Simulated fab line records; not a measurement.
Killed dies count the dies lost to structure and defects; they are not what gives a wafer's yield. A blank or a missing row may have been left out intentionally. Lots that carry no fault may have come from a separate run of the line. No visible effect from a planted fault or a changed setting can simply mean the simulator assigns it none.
2 desks looking at one fault + flow n5_finfet + every desk sees just its own numbers, and what lay behind them comes last

THE TOOL OWNER'S DESK: vapor_etch-01
The tool's own readings at N5_STI_FIN_REVEAL_RECESS_09 (chemistry HF/NH3, target SiO2, afs cycles 11, target depth 42.5 nm, sublimation time 60 s): means of the sampled wafers that have a number, for each lot that ran on this tool. Marked OUT: a lot whose mean sits more than 4 standard deviations from the usual mean, which makes it out of limits; the brackets give that distance.
Columns: A = drypump_motor_current_A at N5_STI_FIN_REVEAL_RECESS_09, usual 5.84 A; B = foreline_p_Torr at N5_STI_FIN_REVEAL_RECESS_09, usual 0.1279 Torr; C = temp_c at N5_STI_FIN_REVEAL_RECESS_09, usual 30.00 C
| lot  | first seen here | A    | B      | C                |
|------|-----------------|------|--------|------------------|
| L455 | day 2 10:41     | 5.60 | 0.1280 | 29.90            |
| L457 | day 2 23:13     | 5.60 | 0.1282 | 29.96            |
| L459 | day 3 11:11     | 5.65 | 0.1281 | 29.96            |
| L466 | day 5 05:11     | 5.61 | 0.1280 | 29.24 (-6.9) OUT |
| L471 | day 6 11:56     | 5.64 | 0.1279 | 28.43 (-14) OUT  |
This desk's finding: out of limits on L466, L471; first on L466, day 5 05:11 (temp_c at N5_STI_FIN_REVEAL_RECESS_09). L455, L457, L459 stayed within limits.

FROM THE METROLOGY DESK
What the gauges read, lot by lot, whatever tool the lot ran on: means of the sampled wafers that have a number. Marked OUT: a lot whose mean sits more than 4 standard deviations from the usual mean, which makes it out of limits; the brackets give that distance. Readings shown: 7 of its 12, picked as those furthest out on some lot.
Columns: A = FIN_CUT_OVL at N5_FIN_CUT_OVL_MEAS_09, usual 0.0 nm; B = trench_depth_nm at N5_STI_FIN_REVEAL_FIN_H_MEAS_10, usual 52.0 nm; C = DIBL_N at N5_BEOL_M4_RC_MEAS_101, usual 35.9 mV/V; D = DIBL_P at N5_BEOL_M4_RC_MEAS_101, usual 36.2 mV/V; E = ION_N at N5_BEOL_M4_RC_MEAS_101, usual 676 uA/um; F = ION_P at N5_BEOL_M4_RC_MEAS_101, usual 465 uA/um; G = SS_P at N5_BEOL_M4_RC_MEAS_101, usual 73.2 mV/dec
| lot  | first seen here | A    | B    | C    | D    | E   | F   | G    |
|------|-----------------|------|------|------|------|-----|-----|------|
| L455 | day 2 03:17     | -0.3 | 52.8 | 35.9 | 36.0 | 680 | 475 | 72.9 |
| L456 | day 2 08:24     | -0.2 | 52.4 | 35.1 | 36.9 | 675 | 465 | 73.4 |
| L457 | day 2 14:50     | -0.0 | 52.0 | 35.1 | 34.6 | 669 | 452 | 72.4 |
| L459 | day 3 03:15     | -0.2 | 51.1 | 35.9 | 35.4 | 677 | 472 | 73.6 |
| L465 | day 4 17:43     | 0.3  | 51.4 | 37.4 | 36.9 | 671 | 463 | 73.2 |
| L466 | day 4 22:07     | 0.5  | 52.1 | 36.5 | 35.5 | 685 | 467 | 73.3 |
| L471 | day 6 02:49     | -0.5 | 53.9 | 35.5 | 35.0 | 700 | 481 | 72.8 |
| L473 | day 6 16:40     | 1.2  | 52.3 | 38.5 | 38.9 | 683 | 470 | 74.3 |
| L476 | day 7 10:25     | 0.5  | 51.1 | 35.2 | 33.8 | 670 | 461 | 72.6 |
Finding of this desk: none of the 9 lots has anything out of limits.

ALL TOGETHER
An alarm could have come from the tool owner's desk at day 5 05:11, on L466, L471.
At the metrology desk, nothing out of limits was observed.
The metrology desk holds a record of L466, L471, inside its limits.
On vapor_etch-01, each named lot ran N5_STI_FIN_REVEAL_RECESS_09.

WHAT THE SIMULATOR PUT IN
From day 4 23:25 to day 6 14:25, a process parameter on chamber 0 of vapor_etch-01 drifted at N5_STI_FIN_REVEAL_RECESS_09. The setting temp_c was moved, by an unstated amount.
Struck lots among those shown: L466, L471.
Time in hours from fault onset to the first out-of-limits reading at each desk: the tool owner's desk, 6.
